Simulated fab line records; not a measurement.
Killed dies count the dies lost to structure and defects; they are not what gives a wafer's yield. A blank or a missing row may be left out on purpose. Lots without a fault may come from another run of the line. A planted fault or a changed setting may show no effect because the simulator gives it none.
Matching of chambers -- flow n5 finfet -- N5_BEOL_M0_SAQP_ETCH_83 on rie diel-01 has 4 sister chambers
The step etches SiARC in CF4, target depth 39 nm, time 65 s. 7 wafers are shown with their chamber, then 7 later ones without.

== WAFERS WITH THEIR CHAMBER ==
wafer,chamber,showerhead plenum p Torr (Torr),drypump motor current A (A)
L084.6,3,2.04,6.5
L086.3,2,2.21,5.5
L088.6,2,2.21,5.5
L089.2,0,2.14,5.7
L089.5,1,2.13,6.1
L094.1,1,2.12,6.1
L094.2,0,2.13,5.8

== WAFERS MISSING THEIR CHAMBER ==
wafer,showerhead plenum p Torr (Torr),drypump motor current A (A)
L094.3,2.21,5.5
L095.1,2.04,6.5
L095.4,2.21,5.5
L095.5,2.04,6.4
L096.3,2.13,5.7
L096.5,2.12,6.0
L096.6,2.13,5.7

== EACH ONE'S CHAMBER ==
wafer,from the rows above,in truth
L094.3,2,2
L095.1,3,3
L095.4,2,2
L095.5,3,3
L096.3,0,0
L096.5,1,1
L096.6,0,0
Correctly placed: 7 of 7. From these rows, 0 cannot be placed. 0 placed wrongly.
How it was worked out, from the rows above alone: a wafer's distance from a chamber is the root of the sum, over the readings, of the square of ((its reading less the chamber's mean) divided by the reading's scatter). If the next closest chamber is less than 2 further off than the closest, the wafer can't be placed; otherwise it belongs to the closest. For every chamber, the mean is computed from those of its wafers that are shown. The scatter: take each reading less its chamber's mean, square it, sum over the shown wafers, divide by the number of wafers less the number of chambers, and take the root.
